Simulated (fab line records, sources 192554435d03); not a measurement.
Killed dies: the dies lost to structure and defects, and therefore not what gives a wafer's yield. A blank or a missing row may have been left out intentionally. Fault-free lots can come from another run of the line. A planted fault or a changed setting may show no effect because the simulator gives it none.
fab line records	flow n5Finfet
record lots=10	wafers=30	lastDay=18
route steps=1938 shown SD_EPI_N@281 BEOL_M4@1104 BEOL_M5@1116 PASSIVATION@1936
lots that met no fault: taken from a fault-free run of the same line
startH: hours from the record's first day to the start of the lot's first wafer shown	waitH: time in hours since the lot's previous step	" same as the row above	L1.1+2: a single row standing in for several wafers	- no value, or no start given	* or withheld: withheld	< > ~ a bound
route shown NAME@n: NAME is a module with steps in the file, n the number in the route of the first one	usual: average and standard deviation across the fault-free wafers	same: alike in all rows	chamber/n: place in a boat	sites: each site's reading	_std_site: how widely they spread, as a standard deviation	_edge_site: mean of outer sites minus mean of inner sites	radiusMm: for every site, how far away it sits from the centre of the wafer	mask NAME#n: copy n	behind: the last tool/chamber to shape the wafer	hold: reason for holding the lot/hours on hold/outcome of the hold	device: transistor that didn't switch, given as n, p or np	end of line: the route-end tests of the same wafers	step lacking rows: just its recipe	killed: not the wafer's yield, but the dies lost to structure and defects at the first sort	map: a wafer's dies, marking killed ones x, the rest . and places with no die _
set.NAME: the setting that was run; set.NAME@STEP: the one run at that earlier step	model.NAME: the simulator's own value behind a step, which no gauge read
steps of the route over a sample of lots; a table a step, a row a wafer
services: the hour from which a tool's chamber was out of use, counted from the record's first day as startH (under 0 if before that day), plus the number of hours and why
## steps
# step N5_SD_EPI_N_SD_RECESS_17
# recipe chemistry=HBr/Cl2/O2	targetDepthA=410	maskMaterial=SOC	timeS=23.7	btTimeS=3	pressureMtorr=10	icpW=800	biasW=112	HBr_flow_sccm=150	Cl2_flow_sccm=80	O2_flow_sccm=12
# usual biasW=112.0/0.33	drypumpMotorCurrentA=5.6/0.35	oesProductAu=1.000/0.013	rfFwdPowerW=796.0/2.7	throttleValvePct=37.1/0.33
lot.wafer	tool	chamber	startH	waitH	biasW	drypumpMotorCurrentA	oesProductAu	rfFwdPowerW	rfHoursCounterH	throttleValvePct
L413.4	rieSi-06	3	52.55	0.0	112.3	5.7	1.014	796.8	199	37.1
L413.5	"	3	"	"	112.2	5.7	1.008	797.6	-	37.1
L413.6	"	0	"	"	112.0	5.5	0.990	797.5	-	36.8
L414.2	rieSi-06	0	59.22	0.0	111.4	5.5	0.989	797.4	60	36.8
L414.4	"	3	"	"	111.8	5.7	0.999	795.6	199	37.1
L414.6	"	1	"	"	111.4	5.4	1.012	796.7	-	37.1
L415.2	rieSi-06	0	63.70	0.0	112.0	5.4	0.989	802.0	60	36.8
L415.3	"	3	"	"	112.2	5.8	1.012	800.2	199	37.1
L415.5	"	0	"	"	111.3	5.4	0.995	798.1	-	36.8
L416.1	rieSi-06	0	70.74	0.0	112.4	5.5	0.987	797.7	60	36.8
L416.2	"	2	"	"	112.0	5.6	1.002	795.0	55	36.7
L416.5	"	2	"	"	111.5	5.7	0.995	797.4	-	36.6
L417.2	rieSi-06	0	78.33	0.0	111.6	5.5	0.997	795.4	60	36.8
L417.5	"	1	"	"	112.4	5.4	1.010	792.6	-	37.1
L417.6	"	2	"	"	112.2	5.6	0.997	794.6	-	36.7
L418.3	rieSi-02	1	85.41	0.0	112.0	5.2	0.997	797.4	197	37.0
L418.4	"	0	"	"	112.3	5.8	1.021	792.2	115	37.2
L418.5	"	0	"	"	112.4	5.8	1.019	794.3	-	37.1
L423.2	rieSi-06	0	109.19	0.0	111.7	5.5	0.985	801.5	61	36.8
L423.4	"	0	"	"	111.7	5.5	0.987	798.4	-	36.8
L423.6	"	1	"	"	111.7	5.4	1.006	797.0	-	37.1
L431.1	rieSi-04	1	158.15	0.0	112.3	4.9	1.023	796.6	5	36.8
L431.2	"	0	"	"	112.3	6.1	0.998	794.1	164	37.8
L431.3	"	2	"	"	112.0	6.2	0.995	799.0	44	37.4
L432.2	rieSi-06	1	165.52	0.0	112.3	5.4	1.003	802.5	190	37.1
L432.3	"	0	"	"	111.6	5.5	0.994	795.1	62	36.8
L432.4	"	0	"	"	111.7	5.5	0.992	794.1	-	36.8
L435.1	rieSi-04	3	199.68	0.0	112.0	5.6	1.011	795.1	68	36.9
L435.2	"	1	"	"	111.8	4.9	1.026	796.5	5	36.8
L435.4	"	0	"	"	112.4	6.1	0.982	800.7	165	37.8
# step N5_BEOL_M4_THK_MEAS_53
# recipe thkMeasGauge=xrf	reads=Cu_of_BEOL_M4_ECD_50
# usual M4_THK=39.9/1.6
lot.wafer	tool	chamber	startH	waitH	M4_THK[nm]
L413.4	filmMetro-02	-	179.58	-	41.4
L413.5	"	-	"	"	43.4
L413.6	"	-	"	"	41.2
L414.2	filmMetro-01	-	184.94	-	38.2
L414.4	"	-	"	"	40.8
L414.6	"	-	"	"	37.7
L415.2	filmMetro-02	-	186.75	-	37.6
L415.3	"	-	"	"	38.6
L415.5	"	-	"	"	40.0
L416.1	filmMetro-01	-	186.79	-	41.6
L416.2	"	-	"	"	40.2
L416.5	"	-	"	"	40.7
L417.2	filmMetro-01	-	209.66	-	41.3
L417.5	"	-	"	"	41.0
L417.6	"	-	"	"	37.9
L418.3	filmMetro-01	-	214.00	-	38.1
L418.4	"	-	"	"	35.7
L418.5	"	-	"	"	40.1
L423.2	filmMetro-01	-	244.35	-	38.3
L423.4	"	-	"	"	39.4
L423.6	"	-	"	"	40.3
L431.1	filmMetro-02	-	283.63	-	41.4
L431.2	"	-	"	"	40.2
L431.3	"	-	"	"	38.9
L432.2	filmMetro-02	-	287.74	-	41.7
L432.3	"	-	"	"	42.1
L432.4	"	-	"	"	41.6
L435.1	filmMetro-01	-	313.47	-	39.2
L435.2	"	-	"	"	37.9
L435.4	"	-	"	"	36.5
# step N5_BEOL_M4_RS_MEAS_58
# recipe thkMeasGauge=four-point-probe	reads=Co_of_BEOL_M4_CO_CAP_55+Cu_of_BEOL_M4_ECD_50+Co_of_BEOL_M4_CVD_47+TaN_of_BEOL_M4_ALD_84
# usual M4_RS=0.69/0.032
lot.wafer	tool	chamber	startH	waitH	M4_RS[ohm/sq]
L413.4	filmMetro-02	-	179.84	0.0	0.66
L413.5	"	-	"	"	0.62
L413.6	"	-	"	"	0.66
L414.2	filmMetro-01	-	185.20	0.1	0.71
L414.4	"	-	"	"	0.66
L414.6	"	-	"	"	0.73
L415.2	filmMetro-01	-	187.01	0.1	0.74
L415.3	"	-	"	"	0.72
L415.5	"	-	"	"	0.68
L416.1	filmMetro-02	-	187.05	0.0	0.64
L416.2	"	-	"	"	0.67
L416.5	"	-	"	"	0.66
L417.2	filmMetro-02	-	209.92	0.1	0.66
L417.5	"	-	"	"	0.66
L417.6	"	-	"	"	0.73
L418.3	filmMetro-02	-	214.26	0.1	0.72
L418.4	"	-	"	"	0.79
L418.5	"	-	"	"	0.68
L423.2	filmMetro-01	-	244.61	0.1	0.73
L423.4	"	-	"	"	0.70
L423.6	"	-	"	"	0.68
L431.1	filmMetro-02	-	283.89	0.0	0.66
L431.2	"	-	"	"	0.69
L431.3	"	-	"	"	0.72
L432.2	filmMetro-01	-	288.00	0.1	0.67
L432.3	"	-	"	"	0.66
L432.4	"	-	"	"	0.67
L435.1	filmMetro-01	-	313.73	0.0	0.70
L435.2	"	-	"	"	0.73
L435.4	"	-	"	"	0.76
# step N5_BEOL_M4_RC_MEAS_101
# usual CJ_N=4.34/0.092	DIBL_N=36.0/1.9	DIBL_P=36.0/2.1	IOFF_N=0.155/0.029	IOFF_N_85C=3.0/0.46	IOFF_P=0.20/0.032	ION_N=672/11	ION_P=461/6.9	SS_N=71.5/0.58	SS_P=73.2/0.64	VT_N=250.4/2.9	VT_P=-251.0/2.8
lot.wafer	tool	chamber	startH	waitH	CJ_N	DIBL_N[mV/V]	DIBL_P[mV/V]	IOFF_N[nA/um]	IOFF_N_85C[nA/um]	IOFF_P[nA/um]	ION_N[uA/um]	ION_P[uA/um]	SS_N[mV/dec]	SS_P[mV/dec]	VT_N[mV]	VT_P[mV]
L413.4	prober-02	0	180.36	0.5	4.29	34.5	33.8	0.124	2.6	0.16	676	455	70.4	72.2	254.2	-256.0
L413.5	"	0	"	"	4.29	35.0	35.0	0.131	2.7	0.17	659	446	71.1	72.5	253.3	-252.8
L413.6	"	0	"	"	4.40	35.1	34.7	0.136	2.8	0.16	661	451	70.7	72.9	251.9	-257.8
L414.2	prober-02	0	185.41	0.2	4.25	36.5	35.3	0.129	2.6	0.19	654	452	71.4	73.9	254.5	-251.4
L414.4	"	0	"	"	4.26	34.5	33.6	0.114	2.3	0.18	672	470	71.0	72.9	254.6	-251.4
L414.6	"	0	"	"	4.37	34.4	33.3	0.112	2.3	0.17	666	462	70.8	72.3	254.9	-253.8
L416.1	prober-02	0	187.11	0.0	4.31	38.1	39.4	0.192	3.6	0.26	696	475	71.6	74.1	247.3	-244.9
L416.2	"	0	"	"	4.41	39.6	40.4	0.218	4.0	0.27	682	466	72.0	73.4	244.8	-248.1
L416.5	"	0	"	"	4.37	39.5	39.7	0.213	3.9	0.27	705	478	71.0	73.7	247.4	-247.3
L415.2	prober-01	0	187.22	0.2	4.36	34.9	34.6	0.145	2.9	0.22	661	457	71.4	72.4	249.4	-248.6
L415.3	"	0	"	"	4.32	35.2	35.3	0.160	3.2	0.22	670	462	71.6	73.1	245.6	-248.3
L415.5	"	0	"	"	4.37	36.4	35.9	0.168	3.3	0.22	669	460	72.3	72.6	247.4	-250.0
L417.2	prober-01	0	210.12	0.2	4.70	37.8	34.1	0.196	3.6	0.19	676	460	73.3	72.9	250.0	-249.1
L417.5	"	0	"	"	4.69	39.3	35.1	0.229	4.1	0.20	673	461	74.7	72.4	246.8	-250.7
L417.6	"	0	"	"	4.69	40.1	35.2	0.286	4.9	0.20	671	460	75.8	73.1	249.4	-249.3
L418.3	prober-02	0	214.62	0.3	4.43	40.6	39.6	0.218	4.0	0.27	676	465	72.8	74.5	248.8	-248.0
L418.4	"	0	"	"	4.36	39.2	39.2	0.194	3.6	0.25	686	466	72.2	74.2	246.9	-246.9
L418.5	"	0	"	"	4.38	41.7	41.4	0.236	4.3	0.30	678	467	72.6	74.4	246.5	-246.9
L423.2	prober-02	0	244.82	0.2	4.64	39.0	35.7	0.298	5.2	0.22	691	467	74.3	73.4	247.2	-249.5
L423.4	"	0	"	"	4.26	34.5	34.6	0.149	2.9	0.21	678	467	71.3	72.5	247.9	-250.5
L423.6	"	0	"	"	4.68	37.6	34.0	0.242	4.4	0.19	682	458	74.3	72.7	248.7	-249.1
L431.1	prober-02	0	283.94	0.0	4.48	36.7	37.7	0.173	3.3	0.23	684	470	71.7	73.8	248.6	-248.9
L431.2	"	0	"	"	4.37	37.2	38.2	0.186	3.5	0.24	669	460	71.4	74.2	245.9	-247.8
L431.3	"	0	"	"	4.35	38.1	40.4	0.202	3.8	0.28	688	475	72.0	74.6	245.9	-245.5
L432.2	prober-02	0	288.21	0.2	4.29	35.1	36.4	0.144	2.9	0.21	677	467	70.6	73.3	249.4	-251.5
L432.3	"	0	"	"	4.20	32.9	34.1	0.119	2.4	0.18	654	453	70.8	72.2	250.0	-251.7
L432.4	"	0	"	"	4.23	35.1	37.0	0.155	3.0	0.22	681	469	71.7	73.2	247.5	-249.1
L435.1	prober-01	0	313.78	0.0	4.31	34.4	35.1	0.149	3.0	0.19	682	466	71.6	73.0	252.9	-249.1
L435.2	"	0	"	"	4.37	33.3	33.1	0.118	2.5	0.15	661	450	71.0	72.6	255.5	-255.7
L435.4	"	0	"	"	4.24	32.8	33.0	0.119	2.5	0.16	674	462	70.4	72.9	251.2	-253.9
# step N5_BEOL_M5_HM_DEP_02
# recipe material=TiN	targetThkA=200	tempC=25	chamberPressurePa=0.49996
# usual throttleValvePct=29.6/1.2
lot.wafer	tool	chamber	startH	waitH	throttleValvePct
L413.4	pvdSputter-03	-	181.77	0.3	30.4
L413.5	"	-	"	"	27.9
L413.6	"	-	"	"	30.3
L414.2	pvdSputter-02	-	188.76	1.9	30.9
L414.4	"	-	"	"	31.0
L414.6	"	-	"	"	31.6
L415.2	pvdSputter-01	-	188.92	0.3	28.2
L415.3	"	-	"	"	29.8
L415.5	"	-	"	"	28.6
L416.1	pvdSputter-01	-	189.50	0.3	29.6
L416.2	"	-	"	"	28.5
L416.5	"	-	"	"	29.7
L417.2	pvdSputter-03	-	212.90	0.9	30.1
L417.5	"	-	"	"	30.8
L417.6	"	-	"	"	27.9
L418.3	pvdSputter-03	-	216.96	0.5	28.0
L418.4	"	-	"	"	30.6
L418.5	"	-	"	"	30.3
L423.2	pvdSputter-01	-	248.67	2.4	31.0
L423.4	"	-	"	"	28.5
L423.6	"	-	"	"	29.8
L431.1	pvdSputter-02	-	287.46	1.6	31.1
L431.2	"	-	"	"	28.9
L431.3	"	-	"	"	31.2
L432.2	pvdSputter-03	-	291.92	2.3	30.7
L432.3	"	-	"	"	28.0
L432.4	"	-	"	"	30.9
L435.1	pvdSputter-01	-	315.88	0.5	28.2
L435.2	"	-	"	"	29.8
L435.4	"	-	"	"	31.0
# step N5_PASSIVATION_PROBE_49
# usual defectLimitedYield=91.0/1.5	killed_at_M0_to_M3=33/9.4	killed_at_M4_up=14/4.8	killedAtContacts=13/7.3	killedAtFrontEnd=43/13	killedAtOther=3.6/2.9	killedDies=106/18	killedOpen=69/13	killedShort=35/8.2	sort_bin_4_leakage=0/0	sort_bin_5_function=5.3/1	sort_bin_6_memory=3.3/0.68	sort_bin_8_speed=0.01/0.027	sortNPass=1074/18	sortYieldPct=91.0/1.5
# same grossDies=1180	killedAtBackSide=0
lot.wafer	tool	chamber	startH	waitH	defectLimitedYield[%]	killed_at_M0_to_M3	killed_at_M4_up	killedAtContacts	killedAtFrontEnd	killedAtOther	killedDies	killedOpen	killedShort	sort_bin_4_leakage[%]	sort_bin_5_function[%]	sort_bin_6_memory[%]	sort_bin_8_speed[%]	sortNPass	sortYieldPct[%]
L413.4	prober-02	-	277.23	0.4	91.2	20	11	25	45	3	104	67	37	0	5.3	3.0	0	1076	91.2
L413.5	prober-02	-	277.28	0.4	90.8	47	11	14	34	2	108	75	33	0	5.1	3.9	0	1072	90.8
L413.6	prober-02	-	277.33	0.5	91.2	50	10	8	36	0	104	66	36	0	5.1	3.3	0	1076	91.2
L414.2	prober-01	-	280.47	0.1	88.5	26	25	30	48	7	136	102	33	0	7.5	3.8	0	1044	88.5
L414.4	prober-01	-	280.57	0.2	90.3	23	13	33	43	2	114	76	37	0	5.8	3.4	0	1066	90.3
L414.6	prober-01	-	280.67	0.3	88.9	48	23	21	38	1	131	89	42	0	6.1	4.7	0	1049	88.9
L416.1	prober-01	-	289.43	0.0	93.2	18	16	5	31	10	80	56	24	0	4.3	2.2	0	1100	93.2
L416.2	prober-01	-	289.48	0.1	93.2	21	20	6	29	4	80	48	32	0	3.9	2.4	0	1100	93.2
L416.5	prober-01	-	289.63	0.2	92.1	35	14	14	28	2	93	58	33	0	4.4	3.2	0	1087	92.1
L415.2	prober-02	-	290.26	0.1	88.6	37	16	18	61	3	135	85	47	0	7.5	3.5	0	1045	88.6
L415.3	prober-02	-	290.31	0.1	87.6	39	12	25	64	6	146	96	45	0	7.8	4.0	0	1034	87.6
L415.5	prober-02	-	290.41	0.2	90.4	33	10	28	42	0	113	72	38	0	5.7	2.9	0	1067	90.4
L418.3	prober-01	-	317.13	0.1	95.4	19	11	1	23	0	54	35	19	0	3.1	1.4	0	1126	95.4
L418.4	prober-01	-	317.18	0.2	95.1	22	10	0	25	1	58	36	20	0	3.6	1.1	0	1122	95.1
L418.5	prober-01	-	317.23	0.2	93.1	19	13	9	35	5	81	62	19	0	4.0	2.5	0	1099	93.1
L417.2	prober-02	-	322.79	0.1	91.4	31	16	5	45	4	101	61	39	0	4.7	3.1	0	1079	91.4
L417.5	prober-02	-	322.94	0.2	90.7	24	13	19	54	0	110	60	32	0	4.5	3.2	0	1070	90.7
L417.6	prober-02	-	322.99	0.3	92.6	13	7	8	58	1	87	57	28	0.08	4.1	3.3	0	1092	92.5
L423.2	prober-02	-	356.60	0.1	90.8	30	17	22	38	2	109	79	27	0.59	5.9	3.1	0	1064	90.2
L423.4	prober-02	-	356.70	0.2	93.6	21	14	4	34	2	75	61	13	0	4.2	1.9	0	1105	93.6
L423.6	prober-02	-	356.80	0.3	91.0	38	13	13	40	2	106	78	28	0	5.1	3.7	0	1074	91.0
L431.1	prober-01	-	390.18	0.0	90.6	30	17	26	36	2	111	69	42	0	5.3	3.6	0	1069	90.6
L431.2	prober-01	-	390.23	0.1	92.6	18	8	20	41	0	87	55	32	0	4.4	2.5	0	1093	92.6
L431.3	prober-01	-	390.28	0.1	93.4	20	18	15	22	3	78	56	22	0	4.0	2.3	0	1102	93.4
L432.2	prober-01	-	400.40	0.1	93.2	24	16	20	20	0	80	53	21	0	4.2	2.0	0	1100	93.2
L432.3	prober-01	-	400.45	0.1	91.7	27	16	27	26	2	98	69	26	0	4.4	3.3	0.08	1081	91.6
L432.4	prober-01	-	400.50	0.2	90.9	23	20	21	38	5	107	70	37	0	5.1	3.6	0	1073	90.9
L435.1	prober-01	-	428.13	0.0	91.5	34	18	4	36	8	100	56	34	0	4.2	3.2	0	1080	91.5
L435.2	prober-01	-	428.18	0.1	94.4	19	9	5	24	9	66	40	24	0	3.5	1.9	0	1114	94.4
L435.4	prober-01	-	428.28	0.2	90.8	49	13	6	30	10	108	57	51	0	4.7	3.9	0	1072	90.8
# killed by level:class
L413.4 MOL_CONTACT_COAG:geometricParticle:open=21 STI_FIN_REVEAL:geometricParticle:open=8 FIN_SAQP:geometricParticle:short=7 DUMMY_GATE:geometricParticle:open=7 FIN_SAQP:geometricParticle:open=6 BEOL_M0_SAQP:geometricParticle:short=6 GATE_CUT:geometricParticle:short=6 BEOL_M4:geometricParticle:open=5
L413.5 STI_FIN_REVEAL:geometricParticle:open=14 BEOL_M0:geometricParticle:short=13 MOL_CONTACT_COAG:geometricParticle:open=12 BEOL_M3:geometricParticle:open=12 BEOL_M2:geometricParticle:open=7 BEOL_M0_SAQP:geometricParticle:open=6 FIN_SAQP:geometricParticle:short=4 BEOL_M0_SAQP:geometricParticle:short=4
L413.6 STI_FIN_REVEAL:geometricParticle:open=18 BEOL_M0_SAQP:geometricParticle:short=12 BEOL_M2:geometricParticle:open=12 BEOL_M0:geometricParticle:open=9 MOL_CONTACT_COAG:geometricParticle:open=5 BEOL_M0_SAQP:geometricParticle:open=4 STARTING-WAFER:geometricParticle:short=3 DUMMY_GATE:geometricParticle:open=3
L414.2 MOL_CONTACT_COAG:geometricParticle:open=27 BEOL_M4:geometricParticle:open=17 FIN_SAQP:geometricParticle:open=14 STI_FIN_REVEAL:geometricParticle:open=12 BEOL_M0_SAQP:geometricParticle:short=9 BEOL_M0_SAQP:geometricParticle:open=8 FIN_SAQP:geometricParticle:short=6 STI_FIN_REVEAL:geometricParticle:short=6
L414.4 MOL_CONTACT_COAG:geometricParticle:open=24 FIN_SAQP:geometricParticle:open=12 STI_FIN_REVEAL:geometricParticle:open=9 MOL_CONTACT_COAG:geometricParticle:short=9 BEOL_M3:geometricParticle:open=6 FIN_SAQP:geometricParticle:short=5 BEOL_M4:geometricParticle:open=5 BEOL_M2:geometricParticle:short=4
L414.6 MOL_CONTACT_COAG:geometricParticle:open=19 BEOL_M4:geometricParticle:open=13 BEOL_M0_SAQP:geometricParticle:open=10 BEOL_M0_SAQP:geometricParticle:short=10 BEOL_M1:geometricParticle:open=9 FIN_SAQP:geometricParticle:short=7 BEOL_M3:geometricParticle:open=6 FIN_SAQP:geometricParticle:open=4
L416.1 BEOL_M4:geometricParticle:open=14 STI_FIN_REVEAL:geometricParticle:open=10 GATE_CUT:geometricParticle:short=7 MOL_CONTACT_COAG:geometricParticle:open=5 BEOL_M2:geometricParticle:open=5 BEOL_M3:geometricParticle:open=4 MIM_TOP_ETCH:geometricParticle:short=4 GATE_CUT:geometricParticle:open=3
L416.2 BEOL_M4:geometricParticle:open=7 STI_FIN_REVEAL:geometricParticle:open=6 GATE_CUT:geometricParticle:short=6 MOL_CONTACT_COAG:geometricParticle:short=5 BEOL_M2:geometricParticle:open=5 GATE_CUT:geometricParticle:open=4 BEOL_M1:geometricParticle:open=4 BEOL_M4:geometricParticle:short=4
L416.5 MOL_CONTACT_COAG:geometricParticle:open=11 BEOL_M1:geometricParticle:open=11 BEOL_M3:geometricParticle:open=6 BEOL_M1:geometricParticle:short=5 DUMMY_GATE:geometricParticle:open=4 GATE_CUT:geometricParticle:short=4 BEOL_M0_SAQP:geometricParticle:short=4 BEOL_M2:geometricParticle:open=4
L415.2 MOL_CONTACT_COAG:geometricParticle:open=13 BEOL_M3:geometricParticle:open=10 STI_FIN_REVEAL:geometricParticle:open=9 FIN_SAQP:geometricParticle:short=7 GATE_CUT:geometricParticle:short=7 FIN_SAQP:geometricParticle:open=6 GATE_CUT:geometricParticle:open=6 BEOL_M0_SAQP:geometricParticle:short=6
L415.3 MOL_CONTACT_COAG:geometricParticle:open=20 BEOL_M2:geometricParticle:open=16 FIN_SAQP:geometricParticle:open=11 GATE_CUT:geometricParticle:short=11 STI_FIN_REVEAL:geometricParticle:open=10 FIN_SAQP:geometricParticle:short=7 BEOL_M1:geometricParticle:open=5 MOL_CONTACT_COAG:geometricParticle:short=5
L415.5 MOL_CONTACT_COAG:geometricParticle:open=21 STI_FIN_REVEAL:geometricParticle:open=9 BEOL_M0_SAQP:geometricParticle:short=9 GATE_CUT:geometricParticle:short=8 BEOL_M0_SAQP:geometricParticle:open=8 MOL_CONTACT_COAG:geometricParticle:short=7 DUMMY_GATE:geometricParticle:open=5 BEOL_M4:geometricParticle:open=5
L418.3 BEOL_M0_SAQP:geometricParticle:short=6 FIN_SAQP:geometricParticle:open=5 BEOL_M4:geometricParticle:open=5 GATE_CUT:geometricParticle:open=4 BEOL_M0_SAQP:geometricParticle:open=4 ILD0:geometricParticle:open=3 GATE_CUT:geometricParticle:short=3 BEOL_M0:geometricParticle:open=3
L418.4 BEOL_M2:geometricParticle:open=8 FIN_SAQP:geometricParticle:open=5 BEOL_M4:geometricParticle:open=5 FIN_SAQP:geometricParticle:short=4 GATE_CUT:geometricParticle:open=4 BEOL_M0_SAQP:geometricParticle:short=4 BEOL_M0:geometricParticle:open=3 BEOL_M1:geometricParticle:open=3
L418.5 FIN_SAQP:geometricParticle:open=11 MOL_CONTACT_COAG:geometricParticle:open=8 STI_FIN_REVEAL:geometricParticle:open=7 BEOL_M1:geometricParticle:open=6 BEOL_M4:geometricParticle:open=5 BEOL_M0:geometricParticle:open=4 FIN_SAQP:geometricParticle:short=3 BEOL_M0_SAQP:geometricParticle:open=3
L417.2 STI_FIN_REVEAL:geometricParticle:open=13 BEOL_M0_SAQP:geometricParticle:short=12 BEOL_M3:geometricParticle:open=9 FIN_SAQP:geometricParticle:open=8 BEOL_M4:geometricParticle:open=6 GATE_CUT:geometricParticle:short=5 BEOL_M5:geometricParticle:open=4 STARTING-WAFER:geometricParticle:short=4
L417.5 HKMG_FIN:areaEtch=16 MOL_CONTACT_COAG:geometricParticle:open=15 STI_FIN_REVEAL:geometricParticle:open=8 FIN_SAQP:geometricParticle:short=7 BEOL_M0_SAQP:geometricParticle:short=6 FIN_SAQP:geometricParticle:open=5 BEOL_M0_SAQP:geometricParticle:open=5 BEOL_M4:geometricParticle:open=5
L417.6 STI_FIN_REVEAL:geometricParticle:open=23 STI_FIN_REVEAL:geometricParticle:short=8 FIN_SAQP:geometricParticle:short=7 MOL_CONTACT_COAG:geometricParticle:open=7 BEOL_M0_SAQP:geometricParticle:open=6 FIN_SAQP:geometricParticle:open=4 GATE_CUT:geometricParticle:short=4 ILD0:geometricParticle:short=3
L423.2 MOL_CONTACT_COAG:geometricParticle:open=18 FIN_SAQP:geometricParticle:open=17 BEOL_M0_SAQP:geometricParticle:open=7 BEOL_M2:geometricParticle:open=7 DUMMY_GATE:geometricParticle:open=5 BEOL_M0_SAQP:geometricParticle:short=5 BEOL_M1:geometricParticle:open=5 BEOL_M4:geometricParticle:open=5
L423.4 FIN_SAQP:geometricParticle:open=7 BEOL_M3:geometricParticle:open=7 BEOL_M2:geometricParticle:open=6 BEOL_M4:geometricParticle:open=6 STI_FIN_REVEAL:geometricParticle:open=5 DUMMY_GATE:geometricParticle:open=4 ILD0:geometricParticle:open=4 GATE_CUT:geometricParticle:short=3
L423.6 BEOL_M2:geometricParticle:open=13 MOL_CONTACT_COAG:geometricParticle:open=11 FIN_SAQP:geometricParticle:open=9 BEOL_M0_SAQP:geometricParticle:open=9 DUMMY_GATE:geometricParticle:open=7 ILD0:geometricParticle:open=5 BEOL_M0_SAQP:geometricParticle:short=5 BEOL_M1:geometricParticle:short=5
L431.1 MOL_CONTACT_COAG:geometricParticle:open=19 STI_FIN_REVEAL:geometricParticle:open=17 BEOL_M0_SAQP:geometricParticle:open=10 BEOL_M0_SAQP:geometricParticle:short=10 FIN_SAQP:geometricParticle:short=8 MOL_CONTACT_COAG:geometricParticle:short=7 BEOL_M2:geometricParticle:open=5 GATE_CUT:geometricParticle:short=4
L431.2 MOL_CONTACT_COAG:geometricParticle:open=16 STI_FIN_REVEAL:geometricParticle:open=11 FIN_SAQP:geometricParticle:short=10 FIN_SAQP:geometricParticle:open=8 BEOL_M0_SAQP:geometricParticle:short=7 MOL_CONTACT_COAG:geometricParticle:short=4 BEOL_M2:geometricParticle:open=4 STI_FIN_REVEAL:geometricParticle:short=3
L431.3 MOL_CONTACT_COAG:geometricParticle:open=14 STI_FIN_REVEAL:geometricParticle:open=7 FIN_SAQP:geometricParticle:short=4 BEOL_M0_SAQP:geometricParticle:open=4 BEOL_M4:geometricParticle:open=4 STARTING-WAFER:geometricParticle:open=4 GATE_CUT:geometricParticle:short=3 DUMMY_GATE:geometricParticle:open=3
L432.2 MOL_CONTACT_COAG:geometricParticle:open=17 BEOL_M2:geometricParticle:open=10 BEOL_M4:geometricParticle:short=6 HKMG_FIN:areaEtch=5 FIN_SAQP:geometricParticle:open=4 BEOL_M3:geometricParticle:open=4 MOL_CONTACT_COAG:geometricParticle:short=3 BEOL_M0_SAQP:geometricParticle:short=3
L432.3 MOL_CONTACT_COAG:geometricParticle:open=23 FIN_SAQP:geometricParticle:open=8 BEOL_M4:geometricParticle:open=8 BEOL_M3:geometricParticle:open=7 BEOL_M2:geometricParticle:open=6 MOL_CONTACT_COAG:geometricParticle:short=4 BEOL_M1:geometricParticle:open=4 BEOL_M4:geometricParticle:short=4
L432.4 MOL_CONTACT_COAG:geometricParticle:open=17 FIN_SAQP:geometricParticle:open=12 FIN_SAQP:geometricParticle:short=9 BEOL_M4:geometricParticle:open=9 BEOL_M3:geometricParticle:open=6 BEOL_M0_SAQP:geometricParticle:short=5 MOL_CONTACT_COAG:geometricParticle:short=4 BEOL_M0_SAQP:geometricParticle:open=4
L435.1 FIN_SAQP:geometricParticle:open=9 HKMG_FIN:areaEtch=9 BEOL_M0_SAQP:geometricParticle:open=7 BEOL_M0_SAQP:geometricParticle:short=7 BEOL_M3:geometricParticle:open=6 BEOL_M4:geometricParticle:open=6 BEOL_M4:geometricParticle:short=5 FIN_SAQP:geometricParticle:short=4
L435.2 STI_FIN_REVEAL:geometricParticle:open=7 BEOL_M4:geometricParticle:open=6 BEOL_M1:geometricParticle:short=5 MOL_CONTACT_COAG:geometricParticle:open=4 BEOL_M0_SAQP:geometricParticle:short=4 BEOL_M3:geometricParticle:open=4 STARTING-WAFER:geometricParticle:open=4 FIN_SAQP:geometricParticle:short=3
L435.4 BEOL_M0_SAQP:geometricParticle:short=16 BEOL_M0_SAQP:geometricParticle:open=14 GATE_CUT:geometricParticle:short=7 FIN_SAQP:geometricParticle:short=5 BEOL_M4:geometricParticle:open=5 PASS1_CAP:geometricParticle:short=5 GATE_CUT:geometricParticle:open=4 MOL_CONTACT_COAG:geometricParticle:open=4
## services
tool	chamber	startH	hours	kind
pvdSputter-02	-	48.61	3.4	repair
pvdSputter-02	-	85.31	2.8	repair
rieSi-04	-	89.53	2.8	pm
rieSi-06	3	94.51	-	clean
rieSi-06	3	94.51	25.5	scheduledDown
rieSi-06	3	94.51	25.5	ventCycle
rieSi-02	2	95.63	3.7	repair
rieSi-04	-	105.97	0.4	repair
rieSi-02	1	115.70	-	clean
rieSi-02	1	115.70	19.8	scheduledDown
rieSi-02	1	115.70	19.8	ventCycle
pvdSputter-03	-	137.72	2.9	repair
rieSi-02	3	152.36	10.0	repair
rieSi-06	3	152.71	48.8	repair
pvdSputter-03	-	164.10	7.1	repair
rieSi-06	1	201.49	-	clean
rieSi-06	1	201.49	20.9	scheduledDown
rieSi-06	1	201.49	20.9	ventCycle
rieSi-04	2	219.94	2.9	repair
rieSi-06	-	279.12	50.2	repair
pvdSputter-02	-	288.76	8.9	repair
rieSi-04	0	310.58	1.1	repair
## key
firstSign step=N5_BEOL_M4_RC_MEAS_101	reading=SS_N	direction=up	sigmas=5.1	usual=71.5	struck=74.5
effect step=N5_BEOL_M4_RC_MEAS_101	reading=CJ_N	direction=up	sigmas=3.7	usual=4.34	struck=4.68
effect step=N5_BEOL_M4_RC_MEAS_101	reading=IOFF_N	direction=up	sigmas=3.3	usual=0.155	struck=0.250
effect step=N5_BEOL_M4_RC_MEAS_101	reading=IOFF_N_85C	direction=up	sigmas=3	usual=3.0	struck=4.4
metAt N5_SD_EPI_N_SD_RECESS_17
struckLots L417,L423
struckWafers L417.2,L417.5,L417.6,L423.2,L423.6
baselineLoss step=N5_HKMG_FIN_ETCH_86	wafers=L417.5
notActingAt N5_BEOL_M4_THK_MEAS_53,N5_BEOL_M4_RS_MEAS_58,N5_BEOL_M5_HM_DEP_02
onsetBetween 70.74 78.33
fault kind=processParameterDrift	tool=rieSi-06	chamber=-	onsetH=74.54	steps=N5_SD_EPI_N_SD_RECESS_17	channel=timeS	offset=*	shape=step	endH=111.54	scope=struckWafersOnly	actsIn=*	stated=*
# baselineLoss: these wafers lose ten dies or more at that step, a loss of the line's own and not of a fault; the sort's usual values leave them out
